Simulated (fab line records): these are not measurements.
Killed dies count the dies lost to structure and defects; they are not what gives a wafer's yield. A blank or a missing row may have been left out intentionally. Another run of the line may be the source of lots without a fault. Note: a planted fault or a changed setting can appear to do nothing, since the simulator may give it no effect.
Chamber matching / flow n5_finfet / 3 sister chambers for N5_BEOL_M10_CURE_72 on uv_cure-03
The step cures SiCOH lowk, time 120 s. 14 wafers are shown with their chamber, then 6 later ones without.

== WAFERS WITH THEIR CHAMBER ==
wafer=L075.4; chamber=0; wafer_temp_C_max=370.7; lamp_power_pct (%)=52.42
wafer=L075.5; chamber=0; wafer_temp_C_max=371.0; lamp_power_pct (%)=52.21
wafer=L075.6; chamber=0; wafer_temp_C_max=371.2; lamp_power_pct (%)=52.39
wafer=L078.2; chamber=0; wafer_temp_C_max=371.2; lamp_power_pct (%)=52.37
wafer=L078.3; chamber=0; wafer_temp_C_max=370.9; lamp_power_pct (%)=52.29
wafer=L078.4; chamber=0; wafer_temp_C_max=370.5; lamp_power_pct (%)=52.23
wafer=L080.3; chamber=1; wafer_temp_C_max=373.3; lamp_power_pct (%)=52.31
wafer=L080.4; chamber=1; wafer_temp_C_max=371.7; lamp_power_pct (%)=52.30
wafer=L090.1; chamber=2; wafer_temp_C_max=372.4; lamp_power_pct (%)=52.32
wafer=L090.3; chamber=2; wafer_temp_C_max=371.7; lamp_power_pct (%)=52.23
wafer=L090.5; chamber=2; wafer_temp_C_max=372.0; lamp_power_pct (%)=52.36
wafer=L092.1; chamber=1; wafer_temp_C_max=372.8; lamp_power_pct (%)=52.23
wafer=L092.2; chamber=1; wafer_temp_C_max=372.6; lamp_power_pct (%)=52.28
wafer=L092.4; chamber=1; wafer_temp_C_max=372.7; lamp_power_pct (%)=52.32

SIGNATURES (means of the wafers above)
reading=wafer_temp_C_max; chamber 0=370.917; chamber 1=372.620; chamber 2=372.033; scatter within a chamber=0.425
reading=lamp_power_pct; chamber 0=52.3183; chamber 1=52.2880; chamber 2=52.3033; scatter within a chamber=0.069
Rule: a wafer's distance from a chamber is the root of the sum, over the readings, of the square of ((its reading less the chamber's mean) divided by the reading's scatter). If the next closest chamber is less than 2 further off than the closest, the wafer can't be placed; otherwise it belongs to the closest. The scatter is the square root of a quotient: the sum, over the shown wafers, of each reading's squared deviation from its chamber's mean, divided by wafers minus chambers.

== WAFERS WITH NO CHAMBER GIVEN ==
wafer=L095.2; wafer_temp_C_max=372.5; lamp_power_pct (%)=52.39
wafer=L095.5; wafer_temp_C_max=371.7; lamp_power_pct (%)=52.27
wafer=L095.6; wafer_temp_C_max=371.8; lamp_power_pct (%)=52.32
wafer=L096.4; wafer_temp_C_max=374.5; lamp_power_pct (%)=52.32
wafer=L096.5; wafer_temp_C_max=372.8; lamp_power_pct (%)=52.28
wafer=L096.6; wafer_temp_C_max=373.4; lamp_power_pct (%)=52.35

== WHICH CHAMBER EACH ONE RAN IN ==
wafer=L095.2; from the rows above=can't be placed: 1 or 2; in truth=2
wafer=L095.5; from the rows above=can't be placed: 2 or 0 or 1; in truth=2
wafer=L095.6; from the rows above=can't be placed: 2 or 1 or 0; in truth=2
wafer=L096.4; from the rows above=can't be placed: 1 or 2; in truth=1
wafer=L096.5; from the rows above=can't be placed: 1 or 2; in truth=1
wafer=L096.6; from the rows above=can't be placed: 1 or 2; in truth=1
Correctly placed: 0 of 6. Cannot be placed on the basis of these rows: 6; the candidates contain the true chamber in 6. 0 placed wrongly.
